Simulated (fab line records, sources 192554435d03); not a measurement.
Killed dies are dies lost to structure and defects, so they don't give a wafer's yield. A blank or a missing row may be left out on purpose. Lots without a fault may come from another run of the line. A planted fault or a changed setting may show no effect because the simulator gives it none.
Chamber matching | flow n5_finfet | N5_BEOL_M10_CMP_52 on cmp-02: 4 sister chambers
The step polishes, stops on SiCOH lowk, t overpolish 7 s, target thk 140 nm. 8 wafers are shown with their chamber, then 8 later ones without.

WAFERS WITH THEIR CHAMBER
wafer  | chamber | motor_current_A (A) | barrier_field_endpoint_s (s)
L390.6 | 2       | 6.1                 | 29.6
L393.3 | 2       | 6.2                 | 28.7
L393.4 | 3       | 7.6                 | 29.5
L393.6 | 1       | 6.4                 | 29.0
L394.1 | 3       | 7.4                 | 28.2
L394.3 | 1       | 6.7                 | 28.8
L394.5 | 0       | 7.0                 | 29.1
L395.1 | 0       | 7.1                 | 28.7

WAFERS WITHOUT THEIR CHAMBER
wafer  | motor_current_A (A) | barrier_field_endpoint_s (s)
L395.5 | 6.2                 | 29.6
L395.6 | 6.7                 | 29.2
L398.2 | 6.5                 | 29.7
L398.3 | 6.7                 | 29.5
L398.6 | 7.7                 | 29.9
L411.1 | 7.0                 | 29.8
L411.2 | 6.1                 | 29.5
L411.4 | 6.4                 | 29.8

WHICH CHAMBER EACH WENT THROUGH
wafer  | from the rows above     | in truth
L395.5 | can't be placed: 2 or 1 | 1
L395.6 | can't be placed: 1 or 0 | 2
L398.2 | can't be placed: 1 or 2 | 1
L398.3 | can't be placed: 1 or 0 | 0
L398.6 | 3                       | 3
L411.1 | 0                       | 0
L411.2 | 2                       | 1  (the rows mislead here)
L411.4 | can't be placed: 1 or 2 | 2
Placed correctly: 2 of 8. Can't be placed from these rows: 5 (the true chamber is among the candidates in 4). Placed wrongly: 1.
How it was worked out, from the rows above alone: a wafer's distance from a chamber is the root of the sum, over the readings, of the square of ((its reading less the chamber's mean) divided by the reading's scatter). The wafer belongs to the nearest chamber; if the next one is less than 2 further off, it can't be placed. A chamber's mean is the mean of its shown wafers. The scatter: the root of (the sum of the squares of (reading less its chamber's mean) over the shown wafers, divided by (wafers less chambers)).
